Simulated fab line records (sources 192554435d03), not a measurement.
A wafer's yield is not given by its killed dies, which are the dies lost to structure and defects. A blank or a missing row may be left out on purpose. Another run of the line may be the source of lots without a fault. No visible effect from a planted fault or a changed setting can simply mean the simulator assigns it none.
fab line records	flow n5_finfet	part 1 of 2: steps 1 to 17 of 27
record: lots: 5	wafers: 15	last_day: 19
route steps=1938 shown FIN_SAQP@137 FIN_CUT@154
lots with no fault: from the same line, run without faults
start_h: the number of hours between the record's first day and the start of the first shown wafer of the lot	wait_h: time in hours since the lot's previous step	" repeats the value in the row above	L1.1+2: a row that stands for several wafers	- value missing, or start not given	* or withheld: withheld	< > ~ a bound
route shown NAME@n: NAME is a module with steps in the file, n the number in the route of the first one	usual: mean/standard deviation of fault-free wafers	same: alike in all rows	chamber/n: place in a boat	sites: each site's reading	_std_site: the standard deviation of these	_edge_site: outer sites' mean less inner sites'	radius_mm: how far each site lies from the wafer's centre	mask NAME#n: copy n	behind: the last tool/chamber to shape the wafer	hold: why the lot was held/for how many hours/how that ended	device: transistor that didn't switch, given as n, p or np	end of line: the same wafers' tests at the end of the route	step lacking rows: just its recipe	killed: dies lost to structure and defects at the first sort, not the wafer's yield	map: a wafer's dies, marking killed ones x, the rest . and places with no die _
set.NAME: the setting the step ran with; set.NAME@STEP: the setting that earlier step ran with	model.NAME: the simulator's own value behind a step, which no gauge read
lots at selected steps of the route; one table per step, one row per wafer
services: the hour from which a tool's chamber was out of use, counted from the record's first day as start_h (under 0 if before that day), plus the number of hours and why
== steps ==
step: N5_FIN_SAQP_RECESS_71
recipe: chemistry: HF/NH3	target: SiO2	target_depth_a: 30	afs_cycles: 1	temp_c: 30	sublimation_temp_c: 180	sublimation_time_s: 60
usual: drypump_motor_current_A: 6.22/0.23	temp_c: 30.03/0.11
lot.wafer	tool	chamber	start_h	wait_h	drypump_motor_current_A	temp_c
L075.1	vapor_etch-02	0	31.39	0.0	6.14	30.29
L075.3	"	1	"	"	6.18	30.04
L075.5	"	1	"	"	6.21	30.00
L076.2	vapor_etch-01	0	38.37	0.2	5.95	29.96
L076.3	"	1	"	"	6.62	29.94
L076.6	"	0	"	"	5.94	30.09
L083.1	vapor_etch-01	0	80.91	0.0	5.94	29.92
L083.3	"	1	"	"	6.58	30.05
L083.5	"	1	"	"	6.62	30.05
L086.2	vapor_etch-02	1	98.98	0.0	6.18	30.02
L086.3	"	1	"	"	6.20	30.11
L086.4	"	0	"	"	6.16	30.14
L095.1	vapor_etch-02	1	150.54	0.0	6.17	29.97
L095.3	"	0	"	"	6.16	29.92
L095.4	"	1	"	"	6.20	29.92
step: N5_FIN_SAQP_SPACER2_ALD_28
recipe: material: SiO2	target_thk_a: 81	temp_c: 300	ald_precursor_family: BDEAS	ald_co_reactant: O2-plasma	pulse_time_s: 1	purge_time_s: 2	co_reactant_purge_time_s: 2	pressure_torr: 2
usual: heater_power_w: 496/48	precursor_pulse_height_rel: 0.999/0.022
lot.wafer	tool	chamber	start_h	wait_h	heater_power_w	precursor_pulse_height_rel
L075.1	ald_sin-01	0	31.83	0.4	607	0.970
L075.3	"	3	"	"	523	0.993
L075.5	"	1	"	"	532	1.019
L076.2	ald_sin-03	3	39.06	0.6	489	0.976
L076.3	"	1	"	"	466	1.025
L076.6	"	3	"	"	490	1.014
L083.1	ald_sin-01	2	82.74	1.8	448	1.007
L083.3	"	3	"	"	549	0.993
L083.5	"	3	"	"	530	0.921
L086.2	ald_sin-02	3	99.77	0.7	493	0.998
L086.3	"	2	"	"	472	1.008
L086.4	"	1	"	"	465	0.973
L095.1	ald_sin-01	0	150.68	0.1	629	1.013
L095.3	"	2	"	"	466	1.003
L095.4	"	3	"	"	488	0.980
step: N5_FIN_SAQP_SPACER2_ETCHBACK_29
recipe: chemistry: CHF3/O2	mode: anisotropic_etchback	target: SiO2	target_depth_a: 122	time_s: 6.1	pressure_mtorr: 30	source_w: 650	bias_w: 170	Ar_flow_sccm: 200	CHF3_flow_sccm: 50	O2_flow_sccm: 5	ion_energy_ev: 200
usual: drypump_motor_current_A: 5.9/0.51	oes_ar_750_au: 0.75/0.069	oes_product_au: 0.75/0.073	rf_vpp_V: 529/8.8	showerhead_plenum_p_Torr: 2.39/0.081	throttle_valve_pct: 18.94/0.23
lot.wafer	tool	chamber	start_h	wait_h	drypump_motor_current_A	oes_ar_750_au	oes_product_au	rf_hours_counter_h	rf_vpp_V	showerhead_plenum_p_Torr	throttle_valve_pct
L075.1	rie_diel-04	2	32.35	0.4	5.6	0.75	0.75	144	542	2.32	19.06
L075.3	"	1	"	"	6.4	0.69	0.69	203	539	2.49	18.90
L075.5	"	1	"	"	6.4	0.70	0.69	-	537	2.49	18.91
L076.2	rie_diel-01	3	39.39	0.2	5.9	0.70	0.70	238	523	2.38	18.82
L076.3	"	0	"	"	6.4	0.76	0.75	142	513	2.52	19.18
L076.6	"	2	"	"	6.6	0.81	0.81	-	522	2.32	19.12
L083.1	rie_diel-03	3	83.07	0.2	6.5	0.75	0.73	177	523	2.48	18.82
L083.3	"	2	"	"	5.3	0.81	0.80	90	529	2.34	18.55
L083.5	"	3	"	"	6.5	0.74	0.73	-	522	2.48	18.83
L086.2	rie_diel-03	0	100.09	0.2	5.6	0.71	0.70	198	524	2.30	18.89
L086.3	"	3	"	"	6.5	0.74	0.73	180	522	2.48	18.82
L086.4	"	1	"	"	5.2	0.71	0.70	226	527	2.48	18.90
L095.1	rie_diel-04	0	151.01	0.2	6.0	0.78	0.75	122	521	2.43	19.30
L095.3	"	3	"	"	5.2	0.70	0.70	226	542	2.29	18.82
L095.4	"	3	"	"	5.2	0.70	0.70	-	542	2.29	18.81
step: N5_FIN_SAQP_MANDREL2_REMOVE_60
recipe: chemistry: HBr/Cl2/O2	bt_time_s: 10	target: a-Si	stop_on: SiNx	endpoint: OES-SiCl	over_etch_frac: 1	icp_w: 600	bias_w: 22	HBr_flow_sccm: 150	Cl2_flow_sccm: 80	O2_flow_sccm: 5	pressure_mtorr: 10
usual: drypump_motor_current_A: 5.7/0.43	oes_product_au: 1.005/0.02	throttle_valve_pct: 36.7/0.37
lot.wafer	tool	chamber	start_h	wait_h	drypump_motor_current_A	oes_product_au	rf_hours_counter_h	throttle_valve_pct
L075.1	rie_si-05	3	32.44	0.1	6.1	1.000	92	36.5
L075.3	"	2	"	"	6.6	0.993	126	37.0
L075.5	"	2	"	"	6.5	0.997	-	37.0
L076.2	rie_si-04	0	39.47	0.1	5.7	1.002	39	36.4
L076.3	"	1	"	"	5.7	0.961	43	36.7
L076.6	"	2	"	"	5.8	0.994	-	36.3
L083.1	rie_si-04	3	83.15	0.1	5.7	1.016	131	37.4
L083.3	"	1	"	"	5.7	0.967	44	36.7
L083.5	"	2	"	"	5.8	1.010	-	36.3
L086.2	rie_si-05	0	100.18	0.1	5.1	1.024	55	36.4
L086.3	"	3	"	"	6.1	1.004	93	36.5
L086.4	"	2	"	"	6.5	0.998	128	37.0
L095.1	rie_si-05	2	151.09	0.1	6.5	0.990	129	37.0
L095.3	"	1	"	"	5.2	1.033	75	37.0
L095.4	"	3	"	"	6.1	1.008	94	36.5
step: N5_FIN_SAQP_CD_MEAS_31
recipe: target_cd_nm: 8	landing_energy_ev: 1000	detector: se_inlens	polarity: line
usual: cd_nm: 8.05/0.22
lot.wafer	tool	chamber	start_h	wait_h	cd_nm
L075.1	cd_sem-03	0	32.55	0.1	8.36
L075.3	"	0	"	"	8.49
L075.5	"	0	"	"	8.21
L076.2	cd_sem-02	0	39.58	0.1	8.23
L076.3	"	0	"	"	8.04
L076.6	"	0	"	"	7.56
L083.1	cd_sem-01	0	83.26	0.1	8.42
L083.3	"	0	"	"	7.74
L083.5	"	0	"	"	7.76
L086.2	cd_sem-02	0	100.29	0.1	7.79
L086.3	"	0	"	"	8.28
L086.4	"	0	"	"	8.05
L095.1	cd_sem-02	0	151.20	0.1	8.40
L095.3	"	0	"	"	7.84
L095.4	"	0	"	"	7.94
step: N5_FIN_SAQP_HM_OPEN_33
recipe: chemistry: CH3F/O2	target: SiNx	mask_material: SiO2	target_depth_a: 494	time_s: 70.6	pressure_mtorr: 30	source_w: 395	bias_w: 73	Ar_flow_sccm: 150	CH3F_flow_sccm: 30	O2_flow_sccm: 20	ion_energy_ev: 120	ends: cleared
usual: CH3F_flow_sccm: 30.01/0.096	drypump_motor_current_A: 5.9/0.5	etch_rf_on_time_s: 70.2/1.7	oes_ar_750_au: 0.75/0.075	oes_product_au: 0.64/0.069	rf_vpp_V: 301/5.2	showerhead_plenum_p_Torr: 1.98/0.069	throttle_valve_pct: 16.39/0.22
lot.wafer	tool	chamber	start_h	wait_h	CH3F_flow_sccm	drypump_motor_current_A	etch_rf_on_time_s	oes_ar_750_au	oes_product_au	rf_hours_counter_h	rf_vpp_V	showerhead_plenum_p_Torr	throttle_valve_pct
L075.1	rie_diel-01	2	32.60	0.0	29.85	6.5	68.6	0.81	0.69	99	297	1.93	16.57
L075.3	"	3	"	"	29.89	6.0	70.1	0.70	0.59	237	296	1.98	16.31
L075.5	"	0	"	"	29.86	6.4	71.5	0.77	0.64	-	292	2.09	16.56
L076.2	rie_diel-03	2	39.63	0.0	30.03	5.3	69.0	0.83	0.71	73	300	1.95	15.98
L076.3	"	0	"	"	30.03	5.6	71.0	0.73	0.61	176	297	1.92	16.29
L076.6	"	3	"	"	30.05	6.5	71.5	0.75	0.63	-	296	2.07	16.22
L083.1	rie_diel-04	3	83.31	0.0	30.10	5.2	70.2	0.72	0.62	198	308	1.90	16.22
L083.3	"	0	"	"	30.00	6.0	69.3	0.79	0.67	99	295	2.02	16.66
L083.5	"	0	"	"	30.04	6.0	69.8	0.80	0.67	-	298	2.02	16.68
L086.2	rie_diel-04	2	100.34	0.0	30.23	5.6	70.7	0.73	0.63	168	307	1.91	16.53
L086.3	"	1	"	"	29.94	6.4	73.6	0.68	0.58	226	304	2.06	16.42
L086.4	"	2	"	"	30.13	5.6	71.8	0.73	0.63	-	306	1.91	16.56
L095.1	rie_diel-03	3	151.25	0.0	30.04	6.5	70.2	0.73	0.62	196	298	2.06	16.31
L095.3	"	2	"	"	30.07	5.3	68.4	0.78	0.67	111	300	1.94	16.03
L095.4	"	1	"	"	29.94	5.2	69.9	0.69	0.59	241	298	2.06	16.40
step: N5_FIN_SAQP_ETCH_34
recipe: chemistry: C4F6/O2	target: SiO2	target_depth_a: 450	time_s: 15	ion_energy_ev: 250	pressure_mtorr: 30	source_w: 345	bias_w: 185	Ar_flow_sccm: 300	C4F6_flow_sccm: 10	O2_flow_sccm: 10	ends: cleared
usual: drypump_motor_current_A: 5.9/0.5	etch_rf_on_time_s: 15.19/0.27	oes_ar_750_au: 0.75/0.075	oes_product_au: 0.64/0.068	rf_vpp_V: 673/12	showerhead_plenum_p_Torr: 2.81/0.095	throttle_valve_pct: 21.10/0.23
lot.wafer	tool	chamber	start_h	wait_h	drypump_motor_current_A	etch_rf_on_time_s	oes_ar_750_au	oes_product_au	rf_hours_counter_h	rf_vpp_V	showerhead_plenum_p_Torr	throttle_valve_pct
L075.1	rie_diel-01	2	32.67	0.0	6.5	14.98	0.81	0.69	99	664	2.75	21.32
L075.3	"	3	"	"	6.0	15.19	0.70	0.60	237	665	2.82	20.98
L075.5	"	0	"	"	6.4	15.39	0.77	0.65	-	651	2.98	21.32
L076.2	rie_diel-03	2	39.70	0.0	5.3	14.85	0.83	0.71	73	672	2.77	20.69
L076.3	"	0	"	"	5.6	15.27	0.72	0.62	176	666	2.73	20.98
L076.6	"	3	"	"	6.5	15.22	0.75	0.64	-	663	2.94	20.92
L083.1	rie_diel-04	3	83.38	0.0	5.2	15.13	0.72	0.62	198	689	2.71	20.89
L083.3	"	0	"	"	6.0	15.10	0.79	0.67	99	662	2.87	21.45
L083.5	"	0	"	"	6.0	15.15	0.80	0.67	-	661	2.88	21.47
L086.2	rie_diel-04	2	100.41	0.0	5.6	15.22	0.73	0.62	168	686	2.73	21.25
L086.3	"	1	"	"	6.4	15.83	0.68	0.58	227	685	2.94	21.12
L086.4	"	2	"	"	5.6	15.36	0.73	0.62	-	686	2.73	21.27
L095.1	rie_diel-03	3	151.32	0.0	6.5	15.28	0.72	0.62	196	663	2.92	20.98
L095.3	"	2	"	"	5.3	15.14	0.79	0.66	111	671	2.76	20.73
L095.4	"	1	"	"	5.2	15.07	0.70	0.60	241	669	2.92	21.07
step: N5_FIN_SAQP_STRIP_77
recipe: chemistry: N2/H2	time_s: 90	power_w: 100	temp_c: 40	pressure_mtorr: 100	rf_frequency_hz: 6e+07	bias_power_w: 3	n2_flow_sccm: 300	h2_flow_sccm: 300
usual: drypump_motor_current_A: 5.9/0.5	oes_product_au: 0.75/0.081	rf_vpp_V: 45.2/0.85	showerhead_plenum_p_Torr: 3.33/0.11	temp_c: 40.01/0.12	throttle_valve_pct: 12.28/0.25
lot.wafer	tool	chamber	start_h	wait_h	drypump_motor_current_A	oes_product_au	rf_hours_counter_h	rf_vpp_V	showerhead_plenum_p_Torr	temp_c	throttle_valve_pct
L075.1	rie_diel-01	2	32.69	0.0	6.6	0.82	99	45.1	3.27	40.11	12.50
L075.3	"	3	"	"	6.0	0.70	237	44.5	3.30	39.96	12.11
L075.5	"	0	"	"	6.4	0.75	-	45.1	3.50	40.02	12.32
L076.2	rie_diel-03	2	39.72	0.0	5.3	0.82	73	43.7	3.28	39.98	11.85
L076.3	"	0	"	"	5.7	0.71	176	45.2	3.26	40.02	12.26
L076.6	"	3	"	"	6.5	0.75	-	45.0	3.52	40.16	12.25
L083.1	rie_diel-04	3	83.40	0.0	5.2	0.72	198	44.3	3.21	39.93	12.12
L083.3	"	0	"	"	6.0	0.78	99	45.8	3.41	40.09	12.49
L083.5	"	0	"	"	6.0	0.78	-	45.5	3.41	40.26	12.50
L086.2	rie_diel-04	2	100.43	0.0	5.6	0.73	168	44.5	3.23	40.12	12.43
L086.3	"	1	"	"	6.4	0.68	227	46.7	3.48	39.92	12.39
L086.4	"	2	"	"	5.6	0.73	-	43.4	3.23	39.97	12.44
L095.1	rie_diel-03	3	151.35	0.0	6.5	0.72	196	43.8	3.50	40.08	12.34
L095.3	"	2	"	"	5.3	0.78	111	45.1	3.26	40.06	11.95
L095.4	"	1	"	"	5.2	0.69	241	46.2	3.47	40.17	12.36
step: N5_FIN_SAQP_HM_CD_35
recipe: target_cd_nm: 8	polarity: line
usual: cd_nm: 8.06/0.26
lot.wafer	tool	chamber	start_h	wait_h	cd_nm
L075.1	cd_sem-03	-	32.81	0.1	8.14
L075.3	"	-	"	"	8.06
L075.5	"	-	"	"	7.91
L076.2	cd_sem-01	-	39.85	0.1	8.53
L076.3	"	-	"	"	7.94
L076.6	"	-	"	"	7.98
L083.1	cd_sem-02	-	83.53	0.1	8.30
L083.3	"	-	"	"	8.03
L083.5	"	-	"	"	8.11
L086.2	cd_sem-03	-	100.56	0.1	7.64
L086.3	"	-	"	"	8.03
L086.4	"	-	"	"	8.43
L095.1	cd_sem-02	-	151.47	0.1	7.93
L095.3	"	-	"	"	8.25
L095.4	"	-	"	"	7.94
step: N5_FIN_SAQP_ETCH_64
recipe: chemistry: CF4	target: SiO2	target_depth_a: 15	ion_energy_ev: 350	pressure_mtorr: 10	icp_w: 800	bias_w: 400	cf4_flow_sccm: 80
usual: drypump_motor_current_A: 5.8/0.37	oes_product_au: 0.999/0.024	throttle_valve_pct: 21.74/0.25
lot.wafer	tool	chamber	start_h	wait_h	drypump_motor_current_A	oes_product_au	rf_hours_counter_h	throttle_valve_pct
L075.1	rie_si-01	2	32.86	0.0	5.6	0.993	87	21.83
L075.3	"	0	"	"	6.2	1.012	182	21.94
L075.5	"	1	"	"	6.3	0.981	-	21.63
L076.2	rie_si-05	0	39.90	0.0	5.1	1.034	54	21.56
L076.3	"	3	"	"	6.1	1.024	92	21.72
L076.6	"	3	"	"	6.1	1.036	-	21.71
L083.1	rie_si-01	3	83.58	0.0	5.5	0.971	55	21.25
L083.3	"	2	"	"	5.5	0.983	88	21.83
L083.5	"	3	"	"	5.5	0.972	-	21.22
L086.2	rie_si-04	0	100.60	0.0	5.7	0.998	40	21.60
L086.3	"	3	"	"	5.6	1.024	131	22.15
L086.4	"	1	"	"	5.7	0.960	44	21.65
L095.1	rie_si-04	1	151.52	0.0	5.7	0.974	45	21.65
L095.3	"	2	"	"	5.8	1.008	111	21.80
L095.4	"	3	"	"	5.6	1.032	132	22.16
step: N5_FIN_SAQP_FIN_ETCH_36
recipe: chemistry: HBr/Cl2/O2	target_depth_a: 1200	mask_material: SiNx	time_s: 50.4	bias_w: 102	pressure_mtorr: 10	icp_w: 800	HBr_flow_sccm: 150	Cl2_flow_sccm: 80	O2_flow_sccm: 12
usual: drypump_motor_current_A: 5.8/0.37	oes_product_au: 1.002/0.021	throttle_valve_pct: 36.1/0.37
lot.wafer	tool	chamber	start_h	wait_h	drypump_motor_current_A	oes_product_au	rf_hours_counter_h	throttle_valve_pct
L075.1	rie_si-01	2	32.88	0.0	5.5	1.003	87	36.5
L075.3	"	0	"	"	6.3	1.014	182	36.2
L075.5	"	1	"	"	6.3	0.989	-	36.1
L076.2	rie_si-05	0	39.92	0.0	5.1	1.034	54	35.7
L076.3	"	3	"	"	6.2	1.021	92	35.8
L076.6	"	3	"	"	6.2	1.015	-	35.8
L083.1	rie_si-01	3	83.60	0.0	5.5	0.984	55	35.6
L083.3	"	2	"	"	5.5	1.008	88	36.5
L083.5	"	3	"	"	5.5	0.980	-	35.6
L086.2	rie_si-04	0	100.62	0.0	5.7	0.992	40	35.7
L086.3	"	3	"	"	5.6	1.020	131	36.7
L086.4	"	1	"	"	5.7	0.968	44	36.1
L095.1	rie_si-04	1	151.54	0.0	5.7	0.967	45	36.1
L095.3	"	2	"	"	5.8	1.009	111	35.7
L095.4	"	3	"	"	5.6	1.034	132	36.7
step: N5_FIN_SAQP_CD_MEAS_37
recipe: target_cd_nm: 8	polarity: line
usual: cd_nm: 8.05/0.24
lot.wafer	tool	chamber	start_h	wait_h	cd_nm
L075.1	cd_sem-01	-	33.00	0.1	8.50
L075.3	"	-	"	"	8.56
L075.5	"	-	"	"	7.71
L076.2	cd_sem-02	-	40.04	0.1	8.02
L076.3	"	-	"	"	8.22
L076.6	"	-	"	"	8.02
L083.1	cd_sem-03	-	83.72	0.1	8.15
L083.3	"	-	"	"	7.90
L083.5	"	-	"	"	8.20
L086.2	cd_sem-01	-	100.74	0.1	8.14
L086.3	"	-	"	"	7.94
L086.4	"	-	"	"	8.04
L095.1	cd_sem-01	-	151.66	0.1	8.10
L095.3	"	-	"	"	8.18
L095.4	"	-	"	"	8.18
step: N5_FIN_SAQP_PRECLEAN_38
recipe: chemistry: O3/DIW	time_s: 45	temp_c: 22	o3_ppm: 10
usual: bath_heat_duty_pct: 2.3/0.42	temp_c: 22.00/0.11
lot.wafer	tool	chamber	start_h	wait_h	bath_heat_duty_pct	temp_c
L075.1	wet_bench-01	7	33.04	0.0	2.6	22.04
L075.3	"	0	"	"	2.3	22.01
L075.5	"	6	"	"	3.1	22.14
L076.2	wet_bench-02	2	40.08	0.0	2.1	21.93
L076.3	"	0	"	"	2.5	22.04
L076.6	"	7	"	"	1.7	22.11
L083.1	wet_bench-01	0	83.76	0.0	1.4	21.97
L083.3	"	4	"	"	1.9	21.97
L083.5	"	1	"	"	2.2	21.79
L086.2	wet_bench-04	4	100.78	0.0	2.3	22.17
L086.3	"	5	"	"	2.5	22.08
L086.4	"	2	"	"	3.0	21.78
L095.1	wet_bench-01	7	151.72	0.1	2.1	21.96
L095.3	"	4	"	"	2.0	21.86
L095.4	"	1	"	"	2.9	21.98
step: N5_FIN_SAQP_PRECLEAN_45
recipe: chemistry: dHF	time_s: 10	dilution: 500:1	temp_c: 25
usual: bath_heat_duty_pct: 6.2/0.81	temp_c: 25.01/0.1
lot.wafer	tool	chamber	start_h	wait_h	bath_heat_duty_pct	temp_c
L075.1	wet_bench-01	7	33.06	0.0	6.1	24.97
L075.3	"	0	"	"	6.5	24.99
L075.5	"	6	"	"	7.4	24.87
L076.2	wet_bench-02	2	40.09	0.0	6.5	25.21
L076.3	"	0	"	"	4.9	24.83
L076.6	"	7	"	"	6.0	24.84
L083.1	wet_bench-01	0	83.77	0.0	5.6	25.09
L083.3	"	4	"	"	6.3	24.92
L083.5	"	1	"	"	6.1	24.74
L086.2	wet_bench-04	4	100.80	0.0	5.6	24.86
L086.3	"	5	"	"	6.0	25.19
L086.4	"	2	"	"	6.9	25.11
L095.1	wet_bench-01	7	151.74	0.0	5.3	25.17
L095.3	"	4	"	"	7.0	25.10
L095.4	"	1	"	"	6.5	25.06
step: N5_FIN_SAQP_SRD_39
recipe: dry: ipa_marangoni	time_s: 30	temp_c: 23	rinse_liquid: diw
usual: bath_heat_duty_pct: 3.6/0.55	temp_c: 23.00/0.12
lot.wafer	tool	chamber	start_h	wait_h	bath_heat_duty_pct	temp_c
L075.1	wet_bench-01	7	33.06	0.0	3.2	23.29
L075.3	"	0	"	"	2.7	22.65
L075.5	"	6	"	"	4.8	23.04
L076.2	wet_bench-02	2	40.10	0.0	3.9	22.85
L076.3	"	0	"	"	3.9	22.90
L076.6	"	7	"	"	2.9	23.15
L083.1	wet_bench-01	0	83.78	0.0	3.6	23.12
L083.3	"	4	"	"	4.2	23.01
L083.5	"	1	"	"	4.2	22.98
L086.2	wet_bench-04	4	100.80	0.0	3.0	22.95
L086.3	"	5	"	"	3.6	22.90
L086.4	"	2	"	"	4.4	23.05
L095.1	wet_bench-01	7	151.74	0.0	3.0	23.10
L095.3	"	4	"	"	4.3	23.04
L095.4	"	1	"	"	4.1	22.93
step: N5_FIN_SAQP_OCD_MEAS_76
usual: trench_depth_nm: 119.6/2.2
lot.wafer	tool	chamber	start_h	wait_h	trench_depth_nm
L075.1	ocd-01	-	33.10	0.0	120.0
L075.3	"	-	"	"	121.7
L075.5	"	-	"	"	122.9
L076.2	ocd-02	-	40.14	0.0	122.5
L076.3	"	-	"	"	119.5
L076.6	"	-	"	"	119.7
L083.1	ocd-01	-	83.82	0.0	121.0
L083.3	"	-	"	"	119.9
L083.5	"	-	"	"	119.7
L086.2	ocd-01	-	100.85	0.0	116.6
L086.3	"	-	"	"	121.8
L086.4	"	-	"	"	118.8
L095.1	ocd-02	-	151.78	0.0	119.0
L095.3	"	-	"	"	117.1
L095.4	"	-	"	"	122.5
step: N5_FIN_SAQP_INSPECT_40
recipe: inspect_instrument: brightfield	mode: aei
usual: raw_defect_count: 233/75
lot.wafer	tool	chamber	start_h	wait_h	raw_defect_count
L075.1	defect_inspect-02	-	33.13	0.0	99
L075.3	"	-	"	"	150
L075.5	"	-	"	"	142
L076.2	defect_inspect-02	-	40.17	0.0	295
L076.3	"	-	"	"	244
L076.6	"	-	"	"	201
L083.1	defect_inspect-02	-	83.85	0.0	297
L083.3	"	-	"	"	235
L083.5	"	-	"	"	265
L086.2	defect_inspect-01	-	100.88	0.0	189
L086.3	"	-	"	"	281
L086.4	"	-	"	"	146
L095.1	defect_inspect-02	-	151.81	0.0	296
L095.3	"	-	"	"	343
L095.4	"	-	"	"	248
